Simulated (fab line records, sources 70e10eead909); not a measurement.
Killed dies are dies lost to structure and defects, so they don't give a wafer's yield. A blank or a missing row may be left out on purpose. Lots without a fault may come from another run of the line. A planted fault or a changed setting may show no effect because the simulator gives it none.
Problem report in the 8D (eight disciplines) form, filled by code | flow nand_harc | the parts of the form that need people (team, actions taken, sign-off) are left out

1. THE PROBLEM
rf_fwd_power_W at NHARC_P_M2_PRE_CLEAN_32 reads a mean of 306.6 W on 6 wafers of 2 lots; wafers without a fault read 292.4 W with a standard deviation of 0.89. That is +16 standard deviations from the usual mean.
The step: time 12 s.
First seen on wafer L133.3, day 9 14:50, on pecvd-02. The record holds 36 wafers of 12 lots with a number at this step. Rule for "out", or "out of limits": more than 4 standard deviations from the usual mean. The other wafers with a number count as sound.

2. WHAT IT IS AND WHAT IT IS NOT
question                    | is                     | is not
which readings at this step | rf_fwd_power_W         | heater_power_w
which lots                  | L133, L135             | L122, L123, L124, L125, L136, L140, L141, L142, L143, L144
which wafers of those lots  | all that have a number | -
read on which tools         | pecvd-02               | pecvd-03
when                        | from day 9 14:50       | up to then (12 sound wafers); but 18 sound wafers of L136, L140, L141, L142, L143, L144 came after

3. SUSPECTS, AND WHAT RULES EACH OUT
Counting: a tool at a process step up to the reading stays a suspect if it ran every lot that is out and no sound lot after the first of them.
- rie_diel-10 at NHARC_P_M2_ETCH_35 (etches the open film in N2/H2, target depth 40 nm, overetch 12 nm, time 43.94 s): ruled out as a lasting fault. Sound lots L140, L141, L142, L143, L144 ran on it after its first lot that is out, L133 (day 9 12:17).
- pecvd-02 at NHARC_P_M2_PRE_CLEAN_32 (time 12 s): kept. It ran every lot that is out, first L133 (day 9 14:50), and no sound lot after that; its last sound lot up to then is L124 (day 7 00:25). Its own readings are out on those wafers: rf_fwd_power_W.
Left after counting: pecvd-02 at NHARC_P_M2_PRE_CLEAN_32.

4. THE CAUSE (what the simulator had put in)
Process parameter drift: pecvd-02, from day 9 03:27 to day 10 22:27, at NHARC_P_M2_PRE_CLEAN_32. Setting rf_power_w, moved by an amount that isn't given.
Counting left only this tool.

5. THE CHAIN OF EFFECTS, in route order
Each row: a reading whose mean over the struck wafers that have a number lies more than 3 standard deviations from the usual. Only readings for which the record gives a usual standard deviation are gone through. hours: the time from each lot's start at the first step in this table that gives one to its start at this step, as a median over the lots. sigmas: the change in usual standard deviations.
hours | step                    | reading        | usual   | on struck wafers | change | sigmas
0     | NHARC_P_M2_PRE_CLEAN_32 | rf_fwd_power_W | 292.4 W | 306.6            | +14.2  | +16
The process steps in it:
- NHARC_P_M2_PRE_CLEAN_32: time 12 s.
Later measuring or inspecting steps at which every struck wafer that the step has a row for has a number for every such reading, and none has moved that far: NHARC_END_SORT_01.

6. WHAT WOULD HAVE CAUGHT IT SOONER
In this record the first reading out of limits was taken at day 9 14:50, 11 hours after the fault began at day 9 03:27.
